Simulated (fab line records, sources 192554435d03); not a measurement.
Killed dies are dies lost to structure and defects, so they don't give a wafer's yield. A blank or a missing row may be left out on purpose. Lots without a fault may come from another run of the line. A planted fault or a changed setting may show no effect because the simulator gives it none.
Which tool did it? | flow n5_finfet | 12 lots, 36 wafers sampled, at 2 steps of a route of 1938

WHAT THE GAUGES READ, wafer by wafer
N5_STI_FIN_REVEAL_CD_MEAS_22: target cd 6.238 nm, pitch 28 nm.
lot  | measured    | on        | cd_nm (nm)
L914 | day 3 02:38 | cd_sem-02 | 6.10 6.20 5.76
L915 | day 3 06:30 | cd_sem-02 | 6.19 6.40 6.46
L916 | day 3 13:29 | cd_sem-03 | 6.63 5.63 6.21
L918 | day 4 00:38 | cd_sem-02 | 6.76 6.49 6.53
L919 | day 4 06:18 | cd_sem-03 | 6.34 6.37 6.43
L920 | day 4 16:40 | cd_sem-02 | 6.26 5.82 6.49
L923 | day 5 10:14 | cd_sem-01 | 6.43 6.45 6.08
L927 | day 6 07:04 | cd_sem-03 | 6.46 5.96 6.46
L928 | day 6 15:31 | cd_sem-01 | 6.11 6.03 6.63
L931 | day 7 06:51 | cd_sem-01 | 6.38 6.58 6.07
L933 | day 7 19:02 | cd_sem-01 | 5.78 6.63 6.46
L934 | day 8 01:29 | cd_sem-03 | 6.45 6.48 5.80

WHICH TOOL RAN EACH LOT (tool, then ch and the chambers of the sampled wafers, then the start)
lot  | N5_STI_FIN_REVEAL_OXIDATION_31
L914 | plasma_asher-02 ch 0,1, day 3 02:08
L915 | plasma_asher-01 ch 0,1, day 3 05:59
L916 | plasma_asher-01 ch 0,1, day 3 12:58
L918 | plasma_asher-01 ch 0,1, day 4 00:07
L919 | plasma_asher-02 ch 0,1, day 4 05:44
L920 | plasma_asher-02 ch 0,1, day 4 16:06
L923 | plasma_asher-01 ch 0,1, day 5 09:43
L927 | plasma_asher-01 ch 0,1, day 6 06:31
L928 | plasma_asher-02 ch 0,1, day 6 14:58
L931 | plasma_asher-02 ch 0,1, day 7 06:10
L933 | plasma_asher-02 ch 0,1, day 7 18:20
L934 | plasma_asher-02 ch 0,1, day 8 00:58
- N5_STI_FIN_REVEAL_OXIDATION_31: chemistry O2 PLASMA REMOTE, time 20 s.

WHAT THE TOOLS THEMSELVES READ (means of the sampled wafers that have a number; where no wafer has one, the mark that the record gives instead)
N5_STI_FIN_REVEAL_OXIDATION_31.
lot  | tool            | drypump_motor_current_A (A) | heater_power_w (W)
L914 | plasma_asher-02 | 6.20                        | 147
L915 | plasma_asher-01 | 5.88                        | 159
L916 | plasma_asher-01 | 5.85                        | 160
L918 | plasma_asher-01 | 5.77                        | 160
L919 | plasma_asher-02 | 6.20                        | 145
L920 | plasma_asher-02 | 6.29                        | 152
L923 | plasma_asher-01 | 5.82                        | 161
L927 | plasma_asher-01 | 5.75                        | 163
L928 | plasma_asher-02 | 6.20                        | 147
L931 | plasma_asher-02 | 6.29                        | 153
L933 | plasma_asher-02 | 6.20                        | 146
L934 | plasma_asher-02 | 6.21                        | 146

THE ANSWER, worked out from the rows above alone
Rule: what is usual is taken from the lots themselves. Put in order of their means at a reading, lots are off if they are a third of the lots or fewer, leave a main group of 4 or more, and stand apart from it by a gap of 3 or more times the standard deviation of the main group's means; of several such gaps the widest counts. A main group whose means are all the same, to the digits that the tables above print for the reading, isn't used. A lot without any number at a reading at which 4 lots or more have one is off too. The other lots that the step has rows for count as sound. The gauges are gone through in route order, then the tools' own readings, and for those a lot's mean is taken as printed above. The first step at which some lot is off is used, and at that step the reading that is off furthest; a lot without a number counts as furthest.
No lot is off at any reading shown: from this, nothing can be told.

WHAT THE SIMULATOR HAD PUT IN
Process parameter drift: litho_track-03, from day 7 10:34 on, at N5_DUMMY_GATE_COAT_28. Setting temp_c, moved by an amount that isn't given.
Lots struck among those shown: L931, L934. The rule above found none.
